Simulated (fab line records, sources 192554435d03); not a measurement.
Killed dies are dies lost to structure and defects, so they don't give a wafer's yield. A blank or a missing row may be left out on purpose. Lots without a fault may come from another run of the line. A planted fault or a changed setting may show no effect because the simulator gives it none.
Split-lot experiment | flow n5_finfet | 7 lots, 39 wafers read, on a route of 1938 steps

THE SPLIT
At N5_PASSIVATION_ETCH_15 (etches SiCN in CF4/N2, target depth 75 nm, time 81.2 s), the setting target_depth_a was moved away from the recipe's 750 angstrom on 15 of the 39 wafers read, by -58.7% to +39.6%. The other wafers ran this setting at the recipe's value.

The reading is taken at the split's own step.

THE READING
etch.depth_nm (the simulator's own value, which no gauge read), in nm, at N5_PASSIVATION_ETCH_15 (etches SiCN in CF4/N2, target depth 75 nm, time 81.2 s). The file gives no usual value for it. The 24 wafers here that ran the recipe average 65.26 nm, standard deviation 1.7 nm.

wafer  | tool, chamber at the split | target_depth_a as run, angstrom | against the recipe | etch.depth_nm, nm | against lot-mates on the recipe
L077.1 | rie_diel-01, 3             | 1047                            | +39.6%             | 87.19             | +21.21
L077.2 | rie_diel-01, 2             | 750                             | recipe             | 67.05             | -
L077.3 | rie_diel-01, 0             | 750                             | recipe             | 66.76             | -
L077.4 | rie_diel-01, 1             | 1047                            | +39.6%             | 89.21             | +23.23
L077.5 | rie_diel-01, 0             | 1047                            | +39.6%             | 93.4              | +27.42
L077.6 | rie_diel-01, 1             | 750                             | recipe             | 64.12             | -
L078.1 | rie_diel-01, 3             | 750                             | recipe             | 62.5              | -
L078.2 | rie_diel-01, 1             | 750                             | recipe             | 64.64             | -
L078.3 | rie_diel-01, 2             | 750                             | recipe             | 67.07             | -
L078.4 | rie_diel-01, 0             | 750                             | recipe             | 67.39             | -
L078.5 | rie_diel-01, 3             | 750                             | recipe             | 62.72             | -
L078.6 | rie_diel-01, 0             | 750                             | recipe             | 67.18             | -
L080.1 | rie_diel-03, 0             | 514.3                           | -31.4%             | 44.96             | -20.67
L080.2 | rie_diel-03, 1             | 750                             | recipe             | 63.19             | -
L080.3 | rie_diel-03, 2             | 750                             | recipe             | 67.26             | -
L080.4 | rie_diel-03, 1             | 514.3                           | -31.4%             | 43.33             | -22.30
L080.5 | rie_diel-03, 0             | 514.3                           | -31.4%             | 44.61             | -21.02
L080.6 | rie_diel-03, 2             | 750                             | recipe             | 66.44             | -
L083.1 | rie_diel-06, 2             | 750                             | recipe             | 65.26             | -
L083.2 | rie_diel-06, 0             | 750                             | recipe             | 64.09             | -
L083.3 | rie_diel-06, 3             | 310.1                           | -58.7%             | 27.18             | -37.74
L083.4 | rie_diel-06, 0             | 310.1                           | -58.7%             | 26.46             | -38.46
L083.5 | rie_diel-06, 2             | 750                             | recipe             | 65.42             | -
L083.6 | rie_diel-06, 3             | 310.1                           | -58.7%             | 26.92             | -38.00
L086.1 | rie_diel-01, 1             | 750                             | recipe             | 64.51             | -
L086.2 | rie_diel-01, 3             | 750                             | recipe             | 61.77             | -
L086.3 | rie_diel-01, 2             | 750                             | recipe             | 67.01             | -
L090.1 | rie_diel-06, 0             | 750                             | recipe             | 62.81             | -
L090.2 | rie_diel-06, 2             | 898.3                           | +19.8%             | 78.43             | +13.74
L090.3 | rie_diel-06, 1             | 750                             | recipe             | 65.98             | -
L090.4 | rie_diel-06, 3             | 898.3                           | +19.8%             | 77.22             | +12.53
L090.5 | rie_diel-06, 2             | 750                             | recipe             | 65.27             | -
L090.6 | rie_diel-06, 3             | 898.3                           | +19.8%             | 77.42             | +12.73
L094.1 | rie_diel-01, 2             | 884.4                           | +17.9%             | 78.86             | +12.95
L094.2 | rie_diel-01, 0             | 750                             | recipe             | 66.13             | -
L094.3 | rie_diel-01, 1             | 884.4                           | +17.9%             | 76.45             | +10.54
L094.4 | rie_diel-01, 0             | 750                             | recipe             | 66.99             | -
L094.5 | rie_diel-01, 2             | 884.4                           | +17.9%             | 77.95             | +12.04
L094.6 | rie_diel-01, 1             | 750                             | recipe             | 64.62             | -

THE FIT
A straight line over all 39 wafers: etch.depth_nm changes by +0.649 nm for each +1% of target_depth_a; r = +0.99; the points scatter about the line by 1.7 nm.
The same after taking each lot's own level away (the mean of its wafers on the recipe; 39 wafers): +0.644 nm for each +1%; r = +0.99; scatter 1.6 nm.
On that fit, the largest move of target_depth_a shifts the reading by 38 nm.
The lots' own levels span 64.430 to 65.977 nm, that is 0.9 times the standard deviation above.
So the lot-to-lot level changes the slope little: the two slopes agree.
Check: with one of the wafers moved furthest among these (-58.7%) left out of the fit, the line predicts -38 nm for it against its lot-mates. It came out at -37.7 nm against them.

THE WHOLE CHAIN: every reading that the file lists as answering this split, in the file's order
step                    | what it does                                           | reading                                                        | change (the file's fit)                                                           | r (the file's)
N5_PASSIVATION_ETCH_15  | etches SiCN in CF4/N2, target depth 75 nm, time 81.2 s | etch.depth_nm (the simulator's own value, which no gauge read) | +0.644 nm for each +1% of the setting                                             | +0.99
N5_PASSIVATION_PROBE_49 |                                                        | killed_at_other                                                | not straight: 1091.7 at the lowest setting, 4.5 at the recipe, 6.3 at the highest | not given

THE FILE'S OWN FIT
etch.depth_nm changes by +0.644 nm for each +1% of target_depth_a, r = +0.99.
